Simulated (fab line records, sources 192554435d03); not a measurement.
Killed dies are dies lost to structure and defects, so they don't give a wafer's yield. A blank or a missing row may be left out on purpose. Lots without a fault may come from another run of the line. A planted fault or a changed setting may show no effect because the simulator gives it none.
Split-lot experiment | flow n5_finfet | 7 lots, 39 wafers read, on a route of 1938 steps

THE SPLIT
At N5_BEOL_M6_TRENCH_ETCH_37 (etches SiCOH lowk in C4F6/O2, target depth 94.435 nm, time 31.5 s), the setting target_depth_a was moved away from the recipe's 944.35 angstrom on 15 of the 39 wafers read, by -31.7% to +51.6%. The other wafers ran this setting at the recipe's value.

FROM THE SPLIT TO THE READING: what the file shows between them, 8 steps
- N5_BEOL_M6_ETCH_41: etches SiCN in CH3F/O2, target depth 29.7 nm, time 52 s
- N5_BEOL_M6_STRIP_80: strips in N2/H2, time 10 s
- N5_BEOL_M6_OCD_MEAS_38
- N5_BEOL_M6_HM_STRIP_39: strips TiN in peroxide tin strip, target depth 25 nm, time 158 s
- N5_BEOL_M6_SRD_40: time 30 s
- N5_BEOL_M6_ECD_50: material Cu, target thk 300 nm
- N5_BEOL_M6_ANNEAL_51: time 90 s
- N5_BEOL_M6_CMP_52: polishes, stops on SiCOH lowk, t overpolish 6.9 s, target thk 80 nm

THE READING
M6_THK, in nm, at N5_BEOL_M6_THK_MEAS_53 (measures by xrf). Fault-free wafers of this fab line usually give 79.9 nm, standard deviation 2.1 nm.

wafer  | tool, chamber at the split | target_depth_a as run, angstrom | against the recipe | M6_THK, nm | against lot-mates on the recipe
L074.1 | rie_diel-05, 0             | 694.8                           | -26.4%             | 54.4       | -22.6
L074.2 | rie_diel-05, 1             | 694.8                           | -26.4%             | 54.2       | -22.8
L074.3 | rie_diel-05, 3             | 944.35                          | recipe             | 75.6       | -
L074.4 | rie_diel-05, 2             | 944.35                          | recipe             | 77.0       | -
L074.5 | rie_diel-05, 1             | 694.8                           | -26.4%             | 53.9       | -23.1
L074.6 | rie_diel-05, 0             | 944.35                          | recipe             | 78.5       | -
L077.1 | rie_diel-03, 1             | 1432                            | +51.6%             | 127.8      | +46.4
L077.2 | rie_diel-03, 2             | 944.35                          | recipe             | 83.1       | -
L077.3 | rie_diel-03, 0             | 944.35                          | recipe             | 81.9       | -
L077.4 | rie_diel-03, 3             | 944.35                          | recipe             | 79.1       | -
L077.5 | rie_diel-03, 0             | 1432                            | +51.6%             | 131.8      | +50.4
L077.6 | rie_diel-03, 1             | 1432                            | +51.6%             | 130.3      | +48.9
L080.2 | rie_diel-03, 2             | 944.35                          | recipe             | 80.7       | -
L080.3 | rie_diel-03, 1             | 944.35                          | recipe             | 80.1       | -
L080.6 | rie_diel-03, 1             | 944.35                          | recipe             | 79.8       | -
L082.1 | rie_diel-01, 3             | 1203                            | +27.4%             | 103.8      | +24.9
L082.2 | rie_diel-01, 2             | 944.35                          | recipe             | 78.0       | -
L082.3 | rie_diel-01, 1             | 944.35                          | recipe             | 79.0       | -
L082.4 | rie_diel-01, 0             | 944.35                          | recipe             | 79.8       | -
L082.5 | rie_diel-01, 0             | 1203                            | +27.4%             | 105.5      | +26.6
L082.6 | rie_diel-01, 3             | 1203                            | +27.4%             | 106.1      | +27.2
L088.1 | rie_diel-03, 0             | 944.35                          | recipe             | 80.3       | -
L088.2 | rie_diel-03, 3             | 944.35                          | recipe             | 76.8       | -
L088.3 | rie_diel-03, 1             | 944.35                          | recipe             | 78.1       | -
L088.4 | rie_diel-03, 1             | 944.35                          | recipe             | 81.3       | -
L088.5 | rie_diel-03, 3             | 944.35                          | recipe             | 76.9       | -
L088.6 | rie_diel-03, 0             | 944.35                          | recipe             | 78.8       | -
L095.1 | rie_diel-05, 2             | 944.35                          | recipe             | 80.2       | -
L095.2 | rie_diel-05, 1             | 944.35                          | recipe             | 82.3       | -
L095.3 | rie_diel-05, 3             | 944.35                          | recipe             | 83.6       | -
L095.4 | rie_diel-05, 0             | 1189                            | +25.9%             | 103.2      | +21.2
L095.5 | rie_diel-05, 3             | 1189                            | +25.9%             | 110.2      | +28.2
L095.6 | rie_diel-05, 2             | 1189                            | +25.9%             | 106.9      | +24.9
L096.1 | rie_diel-03, 1             | 645.4                           | -31.7%             | 50.5       | -34.0
L096.2 | rie_diel-03, 2             | 944.35                          | recipe             | 85.6       | -
L096.3 | rie_diel-03, 0             | 645.4                           | -31.7%             | 51.3       | -33.2
L096.4 | rie_diel-03, 0             | 944.35                          | recipe             | 83.9       | -
L096.5 | rie_diel-03, 1             | 645.4                           | -31.7%             | 49.3       | -35.2
L096.6 | rie_diel-03, 2             | 944.35                          | recipe             | 84.1       | -

THE FIT
A straight line over all 39 wafers: M6_THK changes by +0.963 nm for each +1% of target_depth_a; r = +0.99; the points scatter about the line by 2.4 nm.
The same after taking each lot's own level away (the mean of its wafers on the recipe; 39 wafers): +0.961 nm for each +1%; r = +1.00; scatter 1.9 nm.
On that fit, the largest move of target_depth_a shifts the reading by 50 nm.
The lots' own levels span 77.03 to 84.53 nm, that is 3.6 times the standard deviation above.
So the lot-to-lot level changes the slope little: the two slopes agree.
Check: with one of the wafers moved furthest among these (+51.6%) left out of the fit, the line predicts +50 nm for it against its lot-mates. It came out at +46.4 nm against them.

THE WHOLE CHAIN: every reading that the file lists as answering this split, in the file's order
step                      | what it does                                                        | reading                                                                          | change (the file's fit)                                                              | r (the file's)
N5_BEOL_M6_TRENCH_ETCH_37 | etches SiCOH lowk in C4F6/O2, target depth 94.435 nm, time 31.5 s   | BEOL_M6.feature_depth_nm (the simulator's own value, which no gauge read)        | +0.952 nm for each +1% of the setting                                                | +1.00
N5_BEOL_M6_TRENCH_ETCH_37 | etches SiCOH lowk in C4F6/O2, target depth 94.435 nm, time 31.5 s   | etch.depth_nm (the simulator's own value, which no gauge read)                   | +0.953 nm for each +1% of the setting                                                | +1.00
N5_BEOL_M6_TRENCH_ETCH_37 | etches SiCOH lowk in C4F6/O2, target depth 94.435 nm, time 31.5 s   | TiN_of_BEOL_M6_HM_DEP_02.thk_nm (the simulator's own value, which no gauge read) | -0.0303 nm for each +1% of the setting                                               | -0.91
N5_BEOL_M6_OCD_MEAS_38    |                                                                     | trench_depth_nm                                                                  | +0.957 nm for each +1% of the setting                                                | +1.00
N5_BEOL_M6_CMP_52         | polishes, stops on SiCOH lowk, t overpolish 6.9 s, target thk 80 nm | Cu_of_BEOL_M6_ECD_50.thk_nm (the simulator's own value, which no gauge read)     | +0.944 nm for each +1% of the setting                                                | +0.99
N5_BEOL_M6_THK_MEAS_53    | measures by xrf                                                     | M6_THK                                                                           | +0.959 for each +1% of the setting                                                   | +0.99
N5_BEOL_M6_RS_MEAS_57     | measures by four-point-probe                                        | M6_RS                                                                            | not straight: 0.514 at the lowest setting, 0.288 at the recipe, 0.167 at the highest | not given

THE FILE'S OWN FIT
M6_THK changes by +0.959 nm for each +1% of target_depth_a, r = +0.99.
